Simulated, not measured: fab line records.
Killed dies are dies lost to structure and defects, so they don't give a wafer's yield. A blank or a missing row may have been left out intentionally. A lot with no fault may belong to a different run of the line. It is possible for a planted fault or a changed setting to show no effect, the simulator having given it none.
The tool behind it: which one? + flow n5Finfet + 9 lots with 27 wafers sampled at 5 steps, on a route of 1938 steps

== WHAT EACH GAUGE READ, for each wafer ==
N5_BEOL_M1_THK_MEAS_01. Usual: M1_ILD_THK typically reads 78.5 nm, with standard deviation 1.1.
| lot  | measured     | on           | M1_ILD_THK (nm) | flag |
|------|--------------|--------------|-----------------|------|
| L176 | day 6 02:16  | filmMetro-01 | 77.3 78.0 77.0  |      |
| L177 | day 6 13:24  | filmMetro-01 | 77.8 77.6 79.2  |      |
| L179 | day 6 21:20  | filmMetro-02 | 78.4 75.5 77.0  |      |
| L180 | day 6 21:59  | filmMetro-01 | 76.5 80.2 79.0  |      |
| L183 | day 7 18:35  | filmMetro-01 | 78.1 77.8 79.5  |      |
| L189 | day 9 14:22  | filmMetro-02 | 79.4 77.6 79.9  |      |
| L192 | day 10 01:04 | filmMetro-01 | 76.5 79.1 77.9  |      |
| L194 | day 10 07:09 | filmMetro-01 | 78.0 78.0 79.2  |      |
| L195 | day 10 19:40 | filmMetro-02 | 77.2 79.6 78.8  |      |

N5_BEOL_M4_RC_MEAS_101. Usual: DIBL_N 35.8 mV/V, standard deviation 1.6; DIBL_P 36.0 mV/V, standard deviation 2.1; IOFF_N 0.153 nA/um, standard deviation 0.026; IOFF_P 0.21 nA/um, standard deviation 0.037; ION_N 673 uA/um, standard deviation 11; ION_P 462 uA/um, standard deviation 7.6; SS_N 71.4 mV/dec, standard deviation 0.53; SS_P 73.2 mV/dec, standard deviation 0.67; VT_N 250 mV, standard deviation 3.2; VT_P -250 mV, standard deviation 3.7.
| lot  | measured     | on        | DIBL_N (mV/V)  | DIBL_P (mV/V)  | IOFF_N (nA/um)    | IOFF_P (nA/um) | ION_N (uA/um) | ION_P (uA/um) | SS_N (mV/dec)  | SS_P (mV/dec)  | VT_N (mV)   | VT_P (mV)      | flag |
|------|--------------|-----------|----------------|----------------|-------------------|----------------|---------------|---------------|----------------|----------------|-------------|----------------|------|
| L176 | day 8 01:25  | prober-02 | 37.3 33.5 37.9 | 39.2 33.7 38.8 | 0.188 0.117 0.207 | 0.26 0.17 0.27 | 684 662 700   | 476 463 476   | 70.9 71.1 71.1 | 74.0 72.5 74.2 | 245 256 243 | -248 -251 -245 |      |
| L177 | day 8 09:25  | prober-02 | 35.3 37.4 35.5 | 36.1 37.9 35.7 | 0.139 0.165 0.137 | 0.18 0.20 0.18 | 670 675 673   | 453 460 456   | 71.1 71.7 71.6 | 73.2 73.4 72.4 | 252 250 253 | -255 -250 -252 |      |
| L179 | day 9 00:14  | prober-02 | 38.4 39.5 36.4 | 37.5 39.5 35.9 | 0.175 0.193 0.144 | 0.22 0.27 0.20 | 679 685 678   | 461 473 464   | 72.8 72.2 70.8 | 73.6 74.4 73.0 | 251 250 251 | -251 -249 -253 |      |
| L180 | day 9 06:08  | prober-01 | 37.5 37.4 36.8 | 36.1 36.3 35.5 | 0.193 0.183 0.180 | 0.24 0.25 0.24 | 691 685 697   | 468 471 476   | 71.4 70.9 70.6 | 73.7 73.9 72.9 | 245 246 245 | -246 -243 -243 |      |
| L183 | day 9 15:46  | prober-01 | 33.7 33.4 31.5 | 33.4 32.9 30.3 | 0.121 0.111 0.091 | 0.17 0.15 0.13 | 658 653 647   | 458 450 445   | 70.6 70.4 70.2 | 72.8 72.2 72.0 | 253 254 256 | -255 -253 -257 |      |
| L189 | day 11 11:49 | prober-01 | 34.2 34.2 35.0 | 35.2 34.9 35.9 | 0.139 0.136 0.168 | 0.20 0.21 0.23 | 672 676 678   | 467 472 466   | 71.2 71.8 71.3 | 72.5 72.8 73.4 | 252 253 247 | -251 -248 -249 |      |
| L192 | day 12 05:17 | prober-02 | 35.6 37.7 36.3 | 34.1 36.3 34.5 | 0.139 0.164 0.134 | 0.19 0.22 0.19 | 669 667 669   | 461 461 459   | 71.6 71.1 71.4 | 73.0 73.8 73.2 | 252 252 251 | -252 -251 -249 |      |
| L194 | day 12 10:37 | prober-02 | 35.1 35.8 32.7 | 34.1 34.5 30.9 | 0.127 0.131 0.093 | 0.16 0.16 0.12 | 657 661 662   | 454 452 448   | 71.6 71.3 70.3 | 72.5 72.6 71.9 | 253 254 259 | -257 -257 -255 |      |
| L195 | day 13 01:37 | prober-01 | 36.5 37.5 34.7 | 36.6 37.0 35.0 | 0.159 0.174 0.136 | 0.20 0.21 0.18 | 669 680 661   | 459 464 460   | 71.4 72.2 70.6 | 73.7 73.4 72.9 | 253 250 253 | -251 -249 -254 |      |

== WHAT TOOL EACH LOT RAN ON (gives the tool, then ch and the chambers of the sampled wafers, and finally the start) ==
| lot  | N5_BEOL_M1_ETCH_74                | N5_BEOL_M1_COAT_22               | N5_BEOL_M1_ETCH_77                |
|------|-----------------------------------|----------------------------------|-----------------------------------|
| L176 | rieDiel-02 ch 0,2,3, day 6 03:16  | lithoTrack-01 ch 0, day 6 03:42  | rieDiel-03 ch 0,1,3, day 6 04:09  |
| L177 | rieDiel-02 ch 0,1, day 6 15:53    | lithoTrack-02 ch 0, day 6 16:19  | rieDiel-04 ch 1,3, day 6 16:45    |
| L179 | rieDiel-04 ch 0,2,3, day 6 22:42  | lithoTrack-01 ch 0, day 6 23:13  | rieDiel-02 ch 0,3, day 6 23:39    |
| L180 | rieDiel-02 ch 0,3, day 6 23:13    | lithoTrack-01 ch 0, day 6 23:39  | rieDiel-04 ch 0,3, day 7 00:12    |
| L183 | rieDiel-03 ch 0,2, day 7 21:52    | lithoTrack-01 ch 0, day 7 22:23  | rieDiel-04 ch 1,2,3, day 7 22:57  |
| L189 | rieDiel-04 ch 1,2,3, day 9 15:44  | lithoTrack-04 ch 0, day 9 16:10  | rieDiel-03 ch 0,1,2, day 9 16:38  |
| L192 | rieDiel-02 ch 0,2,3, day 10 02:52 | lithoTrack-01 ch 0, day 10 03:18 | rieDiel-02 ch 0,1,3, day 10 03:44 |
| L194 | rieDiel-02 ch 1,2,3, day 10 08:44 | lithoTrack-01 ch 0, day 10 10:21 | rieDiel-03 ch 1,3, day 10 10:47   |
| L195 | rieDiel-02 ch 2,3, day 10 21:22   | lithoTrack-04 ch 0, day 10 22:03 | rieDiel-02 ch 2,3, day 10 22:37   |
- N5_BEOL_M1_ETCH_74: etches underlayer in N2/H2, target depth 6.5 nm, time 5.2 s.
- N5_BEOL_M1_COAT_22: resist thk 30 nm.
- N5_BEOL_M1_ETCH_77: etches underlayer in N2/H2, target depth 6.5 nm, time 5.2 s.

== AS READ BY THE TOOLS THEMSELVES (means over the sampled wafers that have a number; for cases with no such wafer, the mark the record gives instead) ==
N5_BEOL_M1_ETCH_74. Usual: drypumpMotorCurrentA 5.9 A, standard deviation 0.52; etchRfOnTimeS 5.19 s, standard deviation 0.12; oesProductAu 0.63 a.u., standard deviation 0.052; rfVppV 523.7 V, standard deviation 2.7; showerheadPlenumPTorr 2.53 Torr, standard deviation 0.092; throttleValvePct 17.84 %, standard deviation 0.12.
| lot  | tool       | drypumpMotorCurrentA (A) | etchRfOnTimeS (s) | oesProductAu (a.u.) | rfVppV (V) | showerheadPlenumPTorr (Torr) | throttleValvePct (%) | flag |
|------|------------|--------------------------|-------------------|---------------------|------------|------------------------------|----------------------|------|
| L176 | rieDiel-02 | 6.0                      | 5.26              | 0.64                | 525.6      | 2.61                         | 17.78                |      |
| L177 | rieDiel-02 | 5.5                      | 5.20              | 0.69                | 525.8      | 2.60                         | 17.70                |      |
| L179 | rieDiel-04 | 5.9                      | 5.07              | 0.63                | 523.3      | 2.53                         | 17.83                |      |
| L180 | rieDiel-02 | 6.1                      | 5.18              | 0.62                | 525.9      | 2.63                         | 17.88                |      |
| L183 | rieDiel-03 | 5.5                      | 5.24              | 0.61                | 521.9      | 2.49                         | 17.88                |      |
| L189 | rieDiel-04 | 5.8                      | 5.08              | 0.62                | 525.6      | 2.60                         | 17.82                |      |
| L192 | rieDiel-02 | 6.0                      | 5.17              | 0.70                | 525.3      | 2.60                         | 17.70                |      |
| L194 | rieDiel-02 | 6.3                      | 5.33              | 0.68                | 522.5      | 2.52                         | 17.70                |      |
| L195 | rieDiel-02 | 6.3                      | 5.31              | 0.68                | 524.2      | 2.55                         | 17.69                |      |

N5_BEOL_M1_COAT_22. Usual: exhaustPa 44.9 Pa, standard deviation 0.87; spinSpeedRpm 1499.9 rpm, standard deviation 0.89.
| lot  | tool          | exhaustPa (Pa) | spinSpeedRpm (rpm) | flag |
|------|---------------|----------------|--------------------|------|
| L176 | lithoTrack-01 | 45.5           | 1499.3             |      |
| L177 | lithoTrack-02 | 46.1           | 1499.7             |      |
| L179 | lithoTrack-01 | 44.7           | 1499.9             |      |
| L180 | lithoTrack-01 | 43.6           | 1500.7             |      |
| L183 | lithoTrack-01 | 44.3           | 1500.6             |      |
| L189 | lithoTrack-04 | 44.5           | 1500.0             |      |
| L192 | lithoTrack-01 | 44.3           | 1834.5             | OFF  |
| L194 | lithoTrack-01 | 44.8           | 1835.2             | OFF  |
| L195 | lithoTrack-04 | 44.3           | 1500.7             |      |

N5_BEOL_M1_ETCH_77. Usual: drypumpMotorCurrentA 5.9 A, standard deviation 0.49; etchRfOnTimeS 5.17 s, standard deviation 0.11; oesProductAu 0.64 a.u., standard deviation 0.053; rfVppV 523.5 V, standard deviation 2.8; showerheadPlenumPTorr 2.52 Torr, standard deviation 0.095; throttleValvePct 17.84 %, standard deviation 0.12.
| lot  | tool       | drypumpMotorCurrentA (A) | etchRfOnTimeS (s) | oesProductAu (a.u.) | rfVppV (V) | showerheadPlenumPTorr (Torr) | throttleValvePct (%) | flag |
|------|------------|--------------------------|-------------------|---------------------|------------|------------------------------|----------------------|------|
| L176 | rieDiel-03 | 5.9                      | 5.15              | 0.62                | 521.5      | 2.45                         | 17.89                |      |
| L177 | rieDiel-04 | 6.0                      | 5.08              | 0.63                | 527.3      | 2.65                         | 17.84                |      |
| L179 | rieDiel-02 | 5.6                      | 5.22              | 0.65                | 526.7      | 2.65                         | 17.80                |      |
| L180 | rieDiel-04 | 6.2                      | 4.98              | 0.63                | 522.8      | 2.48                         | 17.92                |      |
| L183 | rieDiel-04 | 5.8                      | 5.11              | 0.63                | 524.7      | 2.60                         | 17.81                |      |
| L189 | rieDiel-03 | 5.9                      | 5.17              | 0.60                | 523.2      | 2.48                         | 17.91                |      |
| L192 | rieDiel-02 | 5.9                      | 5.17              | 0.71                | 524.5      | 2.57                         | 17.70                |      |
| L194 | rieDiel-03 | 5.7                      | 5.32              | 0.61                | 521.6      | 2.45                         | 17.92                |      |
| L195 | rieDiel-02 | 6.3                      | 5.29              | 0.67                | 523.8      | 2.55                         | 17.68                |      |

== THE ANSWER, worked out from the rows above alone ==
Rule: lot off if the mean of its wafers having a number is beyond 3 standard deviations from the usual mean. A lot without any number at a reading at which 4 lots or more have one is off too. Where the step has rows for the other lots, those lots are counted as sound. The gauges are gone through in route order, then the tools' own readings, and for those a lot's mean is taken as printed above. The first step at which some lot is off is used, and at that step the reading that is off furthest; a lot without a number counts as furthest.
Off: L192, L194, at N5_BEOL_M1_COAT_22 (spinSpeedRpm).
If a tool, at that step or one of the process steps before it, ran each lot that is off and ran no sound lot following the first of them, it fits. One candidate fits, namely lithoTrack-01 at N5_BEOL_M1_COAT_22. A fault onset in the window from L183 (day 7 22:23, its last sound lot) to L192 (day 10 03:18, its first lot off) fits.
On the lots that are off, the tool's own readings at N5_BEOL_M1_COAT_22 differ by more than 5 times the standard deviation of the sound lots' means, which bears it out; spinSpeedRpm reads 1834.8 rpm there versus 1500.1 rpm on the sound lots.

== WHAT HAD BEEN PUT IN BY THE SIMULATOR ==
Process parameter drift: lithoTrack-01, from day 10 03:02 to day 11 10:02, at N5_BEOL_M1_COAT_22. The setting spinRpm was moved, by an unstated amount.
Lots struck among those shown: L192, L194. This agrees with what the rule above found.
